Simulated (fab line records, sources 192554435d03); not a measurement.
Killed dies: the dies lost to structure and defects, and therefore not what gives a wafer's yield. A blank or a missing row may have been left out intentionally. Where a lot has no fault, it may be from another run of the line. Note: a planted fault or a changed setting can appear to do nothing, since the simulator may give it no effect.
Chamber matching :: flow n5 finfet :: rie diel-01 running N5_ZERO_LAYER_DESCUM_16: 4 sister chambers
The step chemistry O2, time 7.9 s. 16 wafers are shown with their chamber, then 8 later ones without.

EACH WAFER AND ITS CHAMBER
wafer: L078.1
chamber: 1
showerhead plenum p Torr (Torr): 2.10
drypump motor current A (A): 5.7
oes product au (a.u.): 0.70

wafer: L078.3
chamber: 3
showerhead plenum p Torr (Torr): 2.05
drypump motor current A (A): 6.3
oes product au (a.u.): 0.70

wafer: L078.6
chamber: 3
showerhead plenum p Torr (Torr): 2.05
drypump motor current A (A): 6.3
oes product au (a.u.): 0.70

wafer: L082.1
chamber: 0
showerhead plenum p Torr (Torr): 2.22
drypump motor current A (A): 5.1
oes product au (a.u.): 0.77

wafer: L082.2
chamber: 1
showerhead plenum p Torr (Torr): 2.10
drypump motor current A (A): 5.6
oes product au (a.u.): 0.70

wafer: L082.3
chamber: 2
showerhead plenum p Torr (Torr): 2.13
drypump motor current A (A): 5.4
oes product au (a.u.): 0.92

wafer: L088.1
chamber: 2
showerhead plenum p Torr (Torr): 2.13
drypump motor current A (A): 5.4
oes product au (a.u.): 0.89

wafer: L088.3
chamber: 1
showerhead plenum p Torr (Torr): 2.09
drypump motor current A (A): 5.7
oes product au (a.u.): 0.68

wafer: L088.5
chamber: 0
showerhead plenum p Torr (Torr): 2.21
drypump motor current A (A): 5.2
oes product au (a.u.): 0.76

wafer: L089.4
chamber: 2
showerhead plenum p Torr (Torr): 2.13
drypump motor current A (A): 5.4
oes product au (a.u.): 0.89

wafer: L089.5
chamber: 2
showerhead plenum p Torr (Torr): 2.13
drypump motor current A (A): 5.4
oes product au (a.u.): 0.89

wafer: L089.6
chamber: 3
showerhead plenum p Torr (Torr): 2.04
drypump motor current A (A): 6.4
oes product au (a.u.): 0.69

wafer: L090.1
chamber: 3
showerhead plenum p Torr (Torr): 2.04
drypump motor current A (A): 6.3
oes product au (a.u.): 0.69

wafer: L090.2
chamber: 1
showerhead plenum p Torr (Torr): 2.09
drypump motor current A (A): 5.6
oes product au (a.u.): 0.66

wafer: L090.5
chamber: 3
showerhead plenum p Torr (Torr): 2.04
drypump motor current A (A): 6.3
oes product au (a.u.): 0.68

wafer: L092.2
chamber: 1
showerhead plenum p Torr (Torr): 2.09
drypump motor current A (A): 5.7
oes product au (a.u.): 0.67

SIGNATURES (means of the wafers above)
reading: showerhead plenum p Torr
chamber 0: 2.2150
chamber 1: 2.0940
chamber 2: 2.1300
chamber 3: 2.0440
scatter within a chamber: 0.00492

reading: drypump motor current A
chamber 0: 5.150
chamber 1: 5.660
chamber 2: 5.400
chamber 3: 6.320
scatter within a chamber: 0.0456

reading: oes product au
chamber 0: 0.7650
chamber 1: 0.6820
chamber 2: 0.8975
chamber 3: 0.6920
scatter within a chamber: 0.0138
Rule: for a wafer and a chamber, the distance is found by dividing, reading by reading, the gap between the wafer's reading and the chamber's mean by the reading's scatter, squaring, summing and taking the root. If the next closest chamber is less than 2 further off than the closest, the wafer can't be placed; otherwise it belongs to the closest. The scatter: take each reading less its chamber's mean, square it, sum over the shown wafers, divide by the number of wafers less the number of chambers, and take the root.

WAFERS WHOSE CHAMBER IS MISSING
wafer: L092.5
showerhead plenum p Torr (Torr): 2.04
drypump motor current A (A): 6.3
oes product au (a.u.): 0.69

wafer: L092.6
showerhead plenum p Torr (Torr): 2.21
drypump motor current A (A): 5.1
oes product au (a.u.): 0.75

wafer: L095.1
showerhead plenum p Torr (Torr): 2.12
drypump motor current A (A): 5.4
oes product au (a.u.): 0.88

wafer: L095.3
showerhead plenum p Torr (Torr): 2.21
drypump motor current A (A): 5.1
oes product au (a.u.): 0.75

wafer: L095.4
showerhead plenum p Torr (Torr): 2.09
drypump motor current A (A): 5.6
oes product au (a.u.): 0.67

wafer: L097.2
showerhead plenum p Torr (Torr): 2.21
drypump motor current A (A): 5.1
oes product au (a.u.): 0.75

wafer: L097.5
showerhead plenum p Torr (Torr): 2.04
drypump motor current A (A): 6.3
oes product au (a.u.): 0.68

wafer: L097.6
showerhead plenum p Torr (Torr): 2.21
drypump motor current A (A): 5.1
oes product au (a.u.): 0.74

EACH ONE'S CHAMBER
wafer: L092.5
from the rows above: 3
in truth: 3

wafer: L092.6
from the rows above: 0
in truth: 0

wafer: L095.1
from the rows above: 2
in truth: 2

wafer: L095.3
from the rows above: 0
in truth: 0

wafer: L095.4
from the rows above: 1
in truth: 1

wafer: L097.2
from the rows above: 0
in truth: 0

wafer: L097.5
from the rows above: 3
in truth: 3

wafer: L097.6
from the rows above: 0
in truth: 0
Placed correctly: 8 of 8. Not placeable from these rows: 0. Number placed wrongly: 0.
